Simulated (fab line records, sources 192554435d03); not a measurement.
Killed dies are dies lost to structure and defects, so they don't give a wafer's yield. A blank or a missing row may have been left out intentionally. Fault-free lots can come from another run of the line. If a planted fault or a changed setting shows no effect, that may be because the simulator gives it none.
fab line records	flow n5-finfet
[record] lots = 10	wafers = 30	last-day = 18
route steps=1938 shown HKMG_FIN@386 BEOL_M4@1111 PASSIVATION@1936
lots that met no fault: from a run of the same line without faults
start-h: hours from the record's opening day to when the first of the lot's shown wafers began	wait-h: time in hours since the lot's previous step	" unchanged from the row above	L1.1+2: a single row standing in for several wafers	- either no value or no given start	* or withheld: withheld	< > ~ a bound
route shown NAME@n: NAME is a module with steps in the file, n the number in the route of the first one	usual: mean and standard deviation over wafers with no fault	same: alike in all rows	chamber/n: place in a boat	sites: the reading at each site	_std_site: standard deviation across them	_edge_site: the outer-site mean with the inner-site mean subtracted	radius-mm: for every site, how far away it sits from the centre of the wafer	mask NAME#n: copy n	behind: tool/chamber where the wafer was last shaped	hold: cause of the lot's hold/its duration in hours/its outcome	device: the transistor (n, p or np) that didn't switch	end of line: tests run on the same wafers once the route is complete	a step without rows: its recipe alone	killed: dies lost to structure and defects at the first sort, not the wafer's yield	map: the dies of a wafer, with x for killed, . for not killed, _ for no die there
set.NAME: the setting as run; set.NAME@STEP: as run at that earlier step	model.NAME: the simulator's own value behind a step, which no gauge read
the route's steps for a sample of lots (tables are steps, rows are wafers)
services: the hour from which a tool's chamber was out of use, counted from the record's first day as start-h (under 0 if before that day), plus the number of hours and why
[[steps]]
[step N5_HKMG_FIN_HK_ALD_01]
[recipe] material = HfO2	target-thk-a = 16	temp-c = withheld	ald-precursor-family = HfCl4	ald-co-reactant = H2O	pulse-time-s = 3	purge-time-s = 3	co-reactant-purge-time-s = 2.5	co-reactant-pulse-time-s = 0.3	ald-cycles = 30
[usual] precursor-pulse-height-rel = 1.000/0.018
[same] purge-time-s = 3
lot.wafer	tool	chamber	start-h	wait-h	precursor-pulse-height-rel
L559.3	ald-hk-02	2	74.84	0.0	0.998
L559.4	"	1	"	"	1.004
L559.6	"	2	"	"	0.994
L563.3	ald-hk-01	1	99.53	0.0	0.995
L563.5	"	1	"	"	1.000
L563.6	"	2	"	"	0.983
L565.3	ald-hk-02	2	110.54	0.0	1.020
L565.4	"	3	"	"	1.021
L565.5	"	2	"	"	0.971
L569.1	ald-hk-03	2	142.58	0.0	0.992
L569.3	"	3	"	"	1.009
L569.4	"	1	"	"	1.008
L572.2	ald-hk-03	1	170.79	0.0	0.969
L572.5	"	2	"	"	1.013
L572.6	"	3	"	"	0.996
L574.2	ald-hk-01	3	175.55	0.0	0.995
L574.4	"	2	"	"	1.001
L574.5	"	0	"	"	1.015
L577.1	ald-hk-01	3	187.78	0.0	1.025
L577.2	"	2	"	"	1.002
L577.6	"	1	"	"	0.995
L578.1	ald-hk-03	0	190.39	0.0	0.976
L578.4	"	3	"	"	1.011
L578.5	"	1	"	"	1.006
L580.3	ald-hk-02	0	205.83	0.0	1.001
L580.4	"	1	"	"	0.997
L580.6	"	2	"	"	0.982
L581.2	ald-hk-01	0	215.63	0.0	1.014
L581.3	"	1	"	"	1.025
L581.5	"	3	"	"	0.985
[step N5_HKMG_FIN_CD_MEAS_49]
[recipe] target-cd-nm = 202	landing-energy-ev = 500	detector = se-inlens	polarity = opening
[usual] cd-nm = 201.7/0.55
lot.wafer	tool	chamber	start-h	wait-h	cd-nm
L559.3	cd-sem-03	0	75.79	-	201.6
L559.4	"	0	"	"	202.0
L559.6	"	0	"	"	201.6
L563.3	cd-sem-02	0	100.58	-	202.6
L563.5	"	0	"	"	202.3
L563.6	"	0	"	"	201.7
L565.3	cd-sem-03	0	111.49	-	202.2
L565.4	"	0	"	"	201.5
L565.5	"	0	"	"	201.1
L569.1	cd-sem-03	0	143.52	-	202.9
L569.3	"	0	"	"	202.5
L569.4	"	0	"	"	202.8
L572.2	cd-sem-01	0	171.63	-	202.0
L572.5	"	0	"	"	201.6
L572.6	"	0	"	"	201.6
L574.2	cd-sem-02	0	176.37	-	201.8
L574.4	"	0	"	"	202.6
L574.5	"	0	"	"	201.6
L577.1	cd-sem-02	0	188.73	-	202.0
L577.2	"	0	"	"	202.5
L577.6	"	0	"	"	202.2
L578.1	cd-sem-01	0	191.33	-	200.3
L578.4	"	0	"	"	201.9
L578.5	"	0	"	"	200.9
L580.3	cd-sem-01	0	206.78	-	202.7
L580.4	"	0	"	"	200.9
L580.6	"	0	"	"	201.3
L581.2	cd-sem-01	0	216.46	-	201.5
L581.3	"	0	"	"	201.3
L581.5	"	0	"	"	201.4
[step N5_HKMG_FIN_OVL_MEAS_50]
[recipe] points-per-wafer = 44
[usual] NDIPOLE_OVL = -0.2/0.73
lot.wafer	tool	chamber	start-h	wait-h	NDIPOLE_OVL[nm]
L559.3	overlay-02	0	75.83	0.0	-0.6
L559.4	"	0	"	"	0.0
L559.6	"	0	"	"	-0.5
L563.3	overlay-02	0	100.61	0.0	0.9
L563.5	"	0	"	"	-0.8
L563.6	"	0	"	"	-0.8
L565.3	overlay-01	0	111.51	0.0	0.1
L565.4	"	0	"	"	-1.0
L565.5	"	0	"	"	-0.3
L569.1	overlay-01	0	143.55	0.0	0.3
L569.3	"	0	"	"	-0.5
L569.4	"	0	"	"	0.0
L572.2	overlay-02	0	171.66	0.0	0.6
L572.5	"	0	"	"	-0.7
L572.6	"	0	"	"	0.3
L574.2	overlay-01	0	176.40	0.0	-0.6
L574.4	"	0	"	"	-0.3
L574.5	"	0	"	"	-0.1
L577.1	overlay-01	0	188.76	0.0	-0.3
L577.2	"	0	"	"	0.4
L577.6	"	0	"	"	0.6
L578.1	overlay-01	0	191.36	0.0	-0.2
L578.4	"	0	"	"	-1.8
L578.5	"	0	"	"	-0.3
L580.3	overlay-01	0	206.81	0.0	-1.2
L580.4	"	0	"	"	-0.6
L580.6	"	0	"	"	-0.8
L581.2	overlay-01	0	216.48	0.0	1.4
L581.3	"	0	"	"	0.6
L581.5	"	0	"	"	0.7
[step N5_HKMG_FIN_WET_ETCH_76]
[recipe] chemistry = dNH4OH	mix = 1:50	temp-c = 25	target = Al2O3	stop-on = La2O3	target-depth-nm = 2.25	dry = ipa-marangoni	rinse-time-s = 30	rinse-temp-c = 23
[usual] bath-heat-duty-pct = 6.4/1	rinse-temp-c = 23.01/0.11
lot.wafer	tool	chamber	start-h	wait-h	bath-heat-duty-pct	rinse-temp-c
L559.3	wet-bench-01	4	76.94	0.1	8.6	22.75
L559.4	"	3	"	"	6.8	22.95
L559.6	"	7	"	"	4.8	22.90
L563.3	wet-bench-06	3	101.48	0.1	7.1	23.07
L563.5	"	5	"	"	5.8	23.07
L563.6	"	0	"	"	7.2	22.90
L565.3	wet-bench-01	1	112.64	0.1	5.6	23.04
L565.4	"	2	"	"	5.6	23.03
L565.5	"	4	"	"	7.9	22.78
L569.1	wet-bench-01	3	144.43	0.1	7.2	23.07
L569.3	"	0	"	"	6.7	22.94
L569.4	"	6	"	"	5.1	23.13
L572.2	wet-bench-06	2	172.52	0.1	7.2	23.04
L572.5	"	7	"	"	6.0	23.16
L572.6	"	4	"	"	5.5	22.87
L574.2	wet-bench-05	4	177.27	0.1	8.0	22.94
L574.4	"	2	"	"	6.2	22.92
L574.5	"	6	"	"	5.2	23.02
L577.1	wet-bench-06	3	189.62	0.1	-	-
L577.2	"	7	"	"	-	-
L577.6	"	1	"	"	-	-
L578.1	wet-bench-06	4	192.23	0.1	-	-
L578.4	"	5	"	"	-	-
L578.5	"	1	"	"	-	-
L580.3	wet-bench-01	6	208.47	0.1	5.0	23.03
L580.4	"	4	"	"	7.8	22.94
L580.6	"	0	"	"	8.4	22.98
L581.2	wet-bench-06	4	217.68	0.1	5.7	23.19
L581.3	"	3	"	"	7.7	22.91
L581.5	"	7	"	"	5.3	22.85
[step N5_BEOL_M4_RC_MEAS_101]
[usual] DIBL_N = 36.5/1.4	DIBL_P = 36.6/1.9	IOFF_N = 0.167/0.029	IOFF_N_85C = 3.2/0.46	IOFF_N_LIN = 0.076/0.011	IOFF_N_LONG = 5.57e-05/2.8e-06	IOFF_P = 0.21/0.033	ION_N = 674/12	ION_P = 460/8.9	SS_N = 71.6/0.57	SS_P = 73.4/0.61	VT_N = 249/3.3	VT_N_LONG = 274.3/2.1	VT_P = -250/3.3	VT_P_LVT = -99/3.4
lot.wafer	tool	chamber	start-h	wait-h	DIBL_N[mV/V]	DIBL_P[mV/V]	IOFF_N[nA/um]	IOFF_N_85C[nA/um]	IOFF_N_LIN[nA/um]	IOFF_N_LONG[nA/um]	IOFF_P[nA/um]	ION_N[uA/um]	ION_P[uA/um]	SS_N[mV/dec]	SS_P[mV/dec]	VT_N[mV]	VT_N_LONG[mV]	VT_P[mV]	VT_P_LVT[mV]
L559.3	prober-01	0	164.05	0.9	34.9	35.9	0.152	3.0	0.073	5.6e-05	0.17	682	454	71.5	73.3	250	274.3	-254	-102
L559.4	"	0	"	"	34.5	35.7	0.133	2.7	0.063	5.46e-05	0.18	660	449	71.4	73.7	251	275.3	-253	-102
L559.6	"	0	"	"	37.4	37.8	0.186	3.5	0.082	5.59e-05	0.20	670	453	72.5	73.2	244	274.1	-253	-100
L563.3	prober-01	0	196.11	0.3	35.8	34.7	0.145	2.9	0.067	5.56e-05	0.19	660	451	71.2	73.5	249	276.1	-251	-101
L563.5	"	0	"	"	35.5	34.8	0.150	3.0	0.071	5.64e-05	0.20	681	465	71.0	73.2	250	275.1	-249	-99
L563.6	"	0	"	"	37.0	36.7	0.172	3.3	0.077	5.48e-05	0.23	667	460	70.9	73.8	248	275.1	-248	-98
L565.3	prober-01	0	210.55	0.3	36.1	36.2	0.176	3.3	0.081	6.11e-05	0.26	697	483	71.6	73.3	245	271.2	-244	-91
L565.4	"	0	"	"	34.1	34.4	0.137	2.7	0.067	6.03e-05	0.23	680	475	70.8	73.2	249	269.8	-244	-92
L565.5	"	0	"	"	37.8	38.3	0.221	4.1	0.100	6.11e-05	0.30	711	487	72.2	74.0	242	272.1	-242	-90
L569.1	prober-01	0	233.39	0.0	37.6	37.8	0.174	3.4	0.079	5.75e-05	0.24	669	461	71.9	73.7	250	273.0	-250	-96
L569.3	"	0	"	"	36.9	38.0	0.172	3.4	0.082	5.68e-05	0.26	694	477	71.3	73.5	248	271.3	-247	-95
L569.4	"	0	"	"	36.2	36.3	0.153	3.1	0.072	5.76e-05	0.22	684	468	71.9	73.2	249	270.8	-247	-97
L572.2	prober-02	0	263.80	0.2	38.3	39.6	0.211	4.0	0.095	5.58e-05	0.29	697	479	71.4	73.7	248	272.4	-245	-95
L572.5	"	0	"	"	39.2	40.3	0.215	4.1	0.096	5.59e-05	0.29	685	469	72.0	74.0	246	272.9	-244	-94
L572.6	"	0	"	"	35.4	35.6	0.146	3.0	0.070	5.68e-05	0.21	673	468	71.3	72.5	249	272.4	-250	-98
L574.2	prober-01	0	268.55	0.2	36.4	35.7	0.127	2.6	0.060	5.09e-05	0.16	656	444	71.0	72.9	255	278.0	-257	-106
L574.4	"	0	"	"	40.3	39.6	0.217	4.1	0.092	5.13e-05	0.22	674	453	72.3	74.0	245	276.8	-252	-101
L574.5	"	0	"	"	36.8	35.8	0.137	2.8	0.064	5.14e-05	0.16	656	449	71.5	73.3	252	276.1	-258	-105
L577.1	prober-02	0	286.76	0.0	35.4	35.2	32.881	272.1	15.359	0.011251	0.17	968	463	71.0	72.1	95	120.9	-251	-254
L577.2	"	0	"	"	36.2	34.6	32.024	268.4	14.789	0.011244	0.16	955	446	71.2	73.0	98	121.4	-256	-254
L577.6	"	0	"	"	35.9	35.9	34.936	289.1	16.285	0.011401	0.18	980	466	71.3	73.0	96	119.8	-254	-254
L578.1	prober-02	0	289.57	0.0	36.3	36.5	29.621	251.5	13.776	0.008462	0.20	952	456	72.0	74.1	101	129.6	-253	-253
L578.4	"	0	"	"	35.6	36.2	25.551	220.6	12.047	0.0082626	0.20	937	451	71.5	73.5	105	130.5	-255	-253
L578.5	"	0	"	"	35.4	35.1	26.045	225.1	12.592	0.0086484	0.19	954	459	70.9	74.4	104	128.8	-253	-256
L580.3	prober-01	0	304.14	0.3	36.3	35.9	0.147	2.9	0.067	5.46e-05	0.21	659	459	71.3	72.9	253	277.2	-249	-101
L580.4	"	0	"	"	38.2	37.1	0.161	3.1	0.073	5.52e-05	0.23	665	457	71.4	73.6	250	276.2	-250	-100
L580.6	"	0	"	"	37.6	37.4	0.169	3.3	0.077	5.55e-05	0.24	668	464	72.0	73.7	246	273.7	-249	-97
L581.2	prober-01	0	308.71	0.2	35.2	34.8	0.133	2.7	0.064	5.52e-05	0.19	649	452	72.1	72.1	252	274.8	-252	-99
L581.3	"	0	"	"	35.4	35.0	0.141	2.8	0.070	5.47e-05	0.20	670	462	71.4	72.8	250	272.0	-251	-98
L581.5	"	0	"	"	36.6	36.5	0.165	3.2	0.076	5.58e-05	0.21	663	447	72.4	71.9	249	275.6	-251	-99
[step N5_PASSIVATION_PROBE_49]
[usual] defect-limited-yield = 91.2/1.6	killed_at_M0_to_M3 = 34/11	killed_at_M4_up = 14/5.7	killed-at-contacts = 14/6.6	killed-at-front-end = 37/10	killed-at-other = 4/3.2	killed-dies = 104/19	killed-open = 69/13	killed-short = 33/8.7	sort_bin_4_leakage = 0.00/0.014	sort_bin_5_function = 5.1/1	sort_bin_6_memory = 3.3/0.76	sort_bin_8_speed = 0.00/0.016	sort-n-pass = 1076/19	sort-yield-pct = 91.2/1.6
[same] gross-dies = 1180	killed-at-back-side = 0
lot.wafer	tool	chamber	start-h	wait-h	defect-limited-yield[%]	killed_at_M0_to_M3	killed_at_M4_up	killed-at-contacts	killed-at-front-end	killed-at-other	killed-dies	killed-open	killed-short	sort_bin_4_leakage[%]	sort_bin_5_function[%]	sort_bin_6_memory[%]	sort_bin_8_speed[%]	sort-n-pass	sort-yield-pct[%]
L565.3	prober-02	-	305.10	0.1	92.7	37	4	4	37	4	86	57	29	0	5.1	2.0	0	1094	92.7
L565.4	prober-02	-	305.15	0.2	92.0	47	12	6	26	3	94	69	25	0	4.7	2.6	0	1086	92.0
L565.5	prober-02	-	305.20	0.2	90.8	36	14	17	34	8	109	84	25	0	4.8	4.2	0	1071	90.8
L569.1	prober-01	-	331.48	0.0	94.0	27	9	13	17	5	71	48	21	0	3.1	2.7	0	1109	94.0
L569.3	prober-01	-	331.58	0.1	90.8	36	26	13	30	4	109	80	26	0	5.4	3.5	0	1071	90.8
L569.4	prober-01	-	331.63	0.2	90.8	35	21	22	25	6	109	75	31	0	5.5	3.5	0	1071	90.8
L572.2	prober-02	-	366.74	0.1	89.3	61	19	7	35	4	126	75	51	0	6.3	3.9	0	1054	89.3
L572.5	prober-02	-	366.89	0.2	88.8	52	19	14	44	3	132	84	48	0	5.9	5.1	0	1048	88.8
L572.6	prober-02	-	366.94	0.3	90.6	39	25	9	35	3	111	72	39	0	5.4	3.3	0	1069	90.6
L574.2	prober-02	-	373.98	0.1	93.0	20	7	13	42	1	83	50	33	0	3.8	3.1	0	1097	93.0
L574.4	prober-02	-	374.08	0.2	89.5	49	16	11	48	0	124	84	37	0	5.9	3.7	0	1056	89.5
L574.5	prober-02	-	374.13	0.2	90.6	36	13	8	50	4	111	79	31	0	6.3	2.9	0	1069	90.6
L577.1	prober-01	-	390.01	0.0	90.9	35	10	22	39	1	107	73	32	90.93	5.8	3.1	0	0	0
L577.2	prober-01	-	390.06	0.1	89.6	41	15	29	38	0	123	76	45	89.58	6.2	3.7	0.08	0	0
L577.6	prober-01	-	390.26	0.3	91.4	15	22	34	28	3	102	81	19	91.36	4.2	4.3	0	0	0
L578.1	prober-02	-	390.70	0.0	92.2	20	22	11	33	6	92	64	27	92.20	5.0	2.5	0	0	0
L578.4	prober-02	-	390.85	0.2	91.2	20	24	25	28	7	104	75	27	91.19	5.3	2.9	0	0	0
L578.5	prober-02	-	390.90	0.2	94.5	15	13	11	24	2	65	39	26	94.49	3.6	1.6	0	0	0
L580.3	prober-02	-	404.29	0.5	89.4	40	14	20	49	2	125	78	40	0	5.3	4.7	0	1055	89.4
L580.4	prober-02	-	404.34	0.5	89.5	41	21	15	43	4	124	75	48	0	6.1	4.2	0	1056	89.5
L580.6	prober-02	-	404.44	0.6	89.2	44	11	24	43	6	128	77	51	0	6.2	4.2	0	1052	89.2
// killed by level:class
L565.3 BEOL_M2:geometric-particle:open=10 STI_FIN_REVEAL:geometric-particle:open=7 DUMMY_GATE:geometric-particle:open=7 BEOL_M0_SAQP:geometric-particle:short=7 BEOL_M1:geometric-particle:open=6 GATE_CUT:geometric-particle:short=5 BEOL_M3:geometric-particle:open=5 BEOL_M0_SAQP:geometric-particle:open=4
L565.4 BEOL_M3:geometric-particle:open=11 BEOL_M1:geometric-particle:open=10 BEOL_M0_SAQP:geometric-particle:open=8 BEOL_M2:geometric-particle:open=7 GATE_CUT:geometric-particle:short=5 MOL_CONTACT_COAG:geometric-particle:open=5 BEOL_M0_SAQP:geometric-particle:short=5 DUMMY_GATE:geometric-particle:open=4
L565.5 STI_FIN_REVEAL:geometric-particle:open=15 MOL_CONTACT_COAG:geometric-particle:open=14 BEOL_M0_SAQP:geometric-particle:open=12 BEOL_M1:geometric-particle:open=6 PAD_METAL:geometric-particle:open=6 DUMMY_GATE:geometric-particle:open=5 BEOL_M0_SAQP:geometric-particle:short=5 BEOL_M2:geometric-particle:open=5
L569.1 MOL_CONTACT_COAG:geometric-particle:open=10 BEOL_M1:geometric-particle:open=7 GATE_CUT:geometric-particle:short=6 BEOL_M0:geometric-particle:open=4 BEOL_M2:geometric-particle:open=4 BEOL_M3:geometric-particle:open=4 STI_FIN_REVEAL:geometric-particle:open=3 DUMMY_GATE:geometric-particle:open=2
L569.3 BEOL_M4:geometric-particle:open=14 MOL_CONTACT_COAG:geometric-particle:open=11 DUMMY_GATE:geometric-particle:open=8 BEOL_M0_SAQP:geometric-particle:short=8 BEOL_M0_SAQP:geometric-particle:open=7 BEOL_M2:geometric-particle:open=6 STI_FIN_REVEAL:geometric-particle:open=5 BEOL_M3:geometric-particle:open=5
L569.4 MOL_CONTACT_COAG:geometric-particle:open=14 BEOL_M4:geometric-particle:open=10 BEOL_M1:geometric-particle:open=9 BEOL_M0_SAQP:geometric-particle:short=8 FIN_SAQP:geometric-particle:open=7 MOL_CONTACT_COAG:geometric-particle:short=6 BEOL_M0_SAQP:geometric-particle:open=5 BEOL_M5:geometric-particle:open=4
L572.2 BEOL_M0_SAQP:geometric-particle:short=18 BEOL_M0_SAQP:geometric-particle:open=13 BEOL_M1:geometric-particle:open=11 BEOL_M1:geometric-particle:short=10 STI_FIN_REVEAL:geometric-particle:open=9 BEOL_M4:geometric-particle:open=8 MOL_CONTACT_COAG:geometric-particle:open=6 FIN_SAQP:geometric-particle:open=5
L572.5 BEOL_M4:geometric-particle:open=16 BEOL_M0_SAQP:geometric-particle:open=14 GATE_CUT:geometric-particle:open=13 BEOL_M0_SAQP:geometric-particle:short=12 MOL_CONTACT_COAG:geometric-particle:open=11 GATE_CUT:geometric-particle:short=10 BEOL_M1:geometric-particle:short=9 BEOL_M1:geometric-particle:open=6
L572.6 STI_FIN_REVEAL:geometric-particle:open=10 MOL_CONTACT_COAG:geometric-particle:open=9 BEOL_M0_SAQP:geometric-particle:short=7 BEOL_M3:geometric-particle:open=7 BEOL_M4:geometric-particle:open=7 BEOL_M0_SAQP:geometric-particle:open=6 BEOL_M1:geometric-particle:open=6 BEOL_M1:geometric-particle:short=6
L574.2 DUMMY_GATE:geometric-particle:open=10 MOL_CONTACT_COAG:geometric-particle:open=10 FIN_SAQP:geometric-particle:short=8 FIN_SAQP:geometric-particle:open=6 BEOL_M2:geometric-particle:open=6 BEOL_M0_SAQP:geometric-particle:short=5 GATE_CUT:geometric-particle:short=4 BEOL_M0_SAQP:geometric-particle:open=4
L574.4 FIN_SAQP:geometric-particle:open=18 BEOL_M1:geometric-particle:open=12 BEOL_M0_SAQP:geometric-particle:open=10 BEOL_M0_SAQP:geometric-particle:short=9 MOL_CONTACT_COAG:geometric-particle:open=8 BEOL_M0:geometric-particle:open=6 STI_FIN_REVEAL:geometric-particle:open=6 GATE_CUT:geometric-particle:short=5
L574.5 FIN_SAQP:geometric-particle:open=10 STI_FIN_REVEAL:geometric-particle:open=10 FIN_SAQP:geometric-particle:short=8 BEOL_M0_SAQP:geometric-particle:open=7 BEOL_M0:geometric-particle:open=7 DUMMY_GATE:geometric-particle:open=6 MOL_CONTACT_COAG:geometric-particle:open=6 BEOL_M0_SAQP:geometric-particle:short=6
L577.1 MOL_CONTACT_COAG:geometric-particle:open=20 STI_FIN_REVEAL:geometric-particle:open=9 BEOL_M0_SAQP:geometric-particle:open=8 BEOL_M0_SAQP:geometric-particle:short=7 DUMMY_GATE:geometric-particle:open=6 BEOL_M2:geometric-particle:short=5 BEOL_M3:geometric-particle:open=5 BEOL_M1:geometric-particle:open=4
L577.2 MOL_CONTACT_COAG:geometric-particle:open=22 STI_FIN_REVEAL:geometric-particle:open=11 BEOL_M0_SAQP:geometric-particle:short=9 MOL_CONTACT_COAG:geometric-particle:short=7 BEOL_M3:geometric-particle:open=7 BEOL_M4:geometric-particle:open=7 BEOL_M1:geometric-particle:short=5 BEOL_M5:geometric-particle:open=5
L577.6 MOL_CONTACT_COAG:geometric-particle:open=32 STI_FIN_REVEAL:geometric-particle:open=9 BEOL_M4:geometric-particle:open=7 FIN_SAQP:geometric-particle:open=6 BEOL_M8:geometric-particle:open=5 BEOL_M2:geometric-particle:open=4 DUMMY_GATE:geometric-particle:open=3 BEOL_M0_SAQP:geometric-particle:open=3
L578.1 BEOL_M4:geometric-particle:open=14 STI_FIN_REVEAL:geometric-particle:open=10 MOL_CONTACT_COAG:geometric-particle:open=9 FIN_SAQP:geometric-particle:open=6 FIN_SAQP:geometric-particle:short=5 BEOL_M2:geometric-particle:open=5 BEOL_M4:geometric-particle:short=5 DUMMY_GATE:geometric-particle:open=4
L578.4 MOL_CONTACT_COAG:geometric-particle:open=18 BEOL_M4:geometric-particle:open=15 BEOL_M1:geometric-particle:open=9 GATE_CUT:geometric-particle:short=7 MOL_CONTACT_COAG:geometric-particle:short=7 STI_FIN_REVEAL:geometric-particle:open=6 FIN_SAQP:geometric-particle:open=4 BEOL_M2:geometric-particle:open=4
L578.5 MOL_CONTACT_COAG:geometric-particle:open=8 BEOL_M0_SAQP:geometric-particle:short=5 BEOL_M4:geometric-particle:open=5 STI_FIN_REVEAL:geometric-particle:open=4 GATE_CUT:geometric-particle:short=4 BEOL_M6:geometric-particle:open=4 FIN_SAQP:geometric-particle:open=3 MOL_CONTACT_COAG:geometric-particle:short=3
L580.3 MOL_CONTACT_COAG:geometric-particle:open=16 BEOL_M2:geometric-particle:open=13 FIN_SAQP:geometric-particle:short=11 GATE_CUT:geometric-particle:short=8 BEOL_M0_SAQP:geometric-particle:short=7 FIN_SAQP:geometric-particle:open=6 BEOL_M0_SAQP:geometric-particle:open=6 STI_FIN_REVEAL:geometric-particle:open=5
L580.4 MOL_CONTACT_COAG:geometric-particle:open=13 FIN_SAQP:geometric-particle:short=11 BEOL_M3:geometric-particle:open=11 BEOL_M2:geometric-particle:open=10 FIN_SAQP:geometric-particle:open=6 STI_FIN_REVEAL:geometric-particle:open=6 GATE_CUT:geometric-particle:short=6 BEOL_M0_SAQP:geometric-particle:open=6
L580.6 MOL_CONTACT_COAG:geometric-particle:open=20 FIN_SAQP:geometric-particle:short=16 STI_FIN_REVEAL:geometric-particle:open=10 BEOL_M1:geometric-particle:open=8 BEOL_M0_SAQP:geometric-particle:short=7 BEOL_M0:geometric-particle:open=7 FIN_SAQP:geometric-particle:open=6 DUMMY_GATE:geometric-particle:open=5
[[services]]
tool	chamber	start-h	hours	kind
ald-hk-02	-	123.31	6.0	pm
ald-hk-01	-	151.66	1.7	repair
ald-hk-02	-	191.77	8.7	pm
[[key]]
[first-sign] step = N5_HKMG_FIN_WET_ETCH_76	reading = tool-record	direction = missing
[effect] step = N5_BEOL_M4_RC_MEAS_101	reading = IOFF_N_LONG	direction = up	sigmas = 99+	usual = 5.57e-05	struck = 0.009878
[effect] step = N5_BEOL_M4_RC_MEAS_101	reading = IOFF_N_LIN	direction = up	sigmas = 99+	usual = 0.076	struck = 14.141
[effect] step = N5_BEOL_M4_RC_MEAS_101	reading = IOFF_N	direction = up	sigmas = 99+	usual = 0.167	struck = 30.176
[effect] step = N5_BEOL_M4_RC_MEAS_101	reading = IOFF_N_85C	direction = up	sigmas = 99+	usual = 3.2	struck = 254.5
[effect] step = N5_BEOL_M4_RC_MEAS_101	reading = VT_N_LONG	direction = down	sigmas = 73	usual = 274.3	struck = 125.2
[effect] step = N5_BEOL_M4_RC_MEAS_101	reading = VT_N	direction = down	sigmas = 46	usual = 249	struck = 100
[effect] step = N5_BEOL_M4_RC_MEAS_101	reading = VT_P_LVT	direction = down	sigmas = 46	usual = -99	struck = -254
[effect] step = N5_BEOL_M4_RC_MEAS_101	reading = ION_N	direction = up	sigmas = 24	usual = 674	struck = 957
[effect] step = N5_PASSIVATION_PROBE_49	reading = sort_bin_4_leakage	direction = up	sigmas = 99+	usual = 0.00	struck = 91.62
met-at N5_HKMG_FIN_WET_ETCH_76
struck-lots L577,L578
not-acting-at N5_HKMG_FIN_HK_ALD_01,N5_HKMG_FIN_CD_MEAS_49,N5_HKMG_FIN_OVL_MEAS_50
onset-between 172.52 189.62
[fault] kind = skipped-step-whole	tool = wet-bench-06	chamber = -	onset-h = 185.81	steps = N5_HKMG_FIN_WET_ETCH_76	scope = struck-lots-only
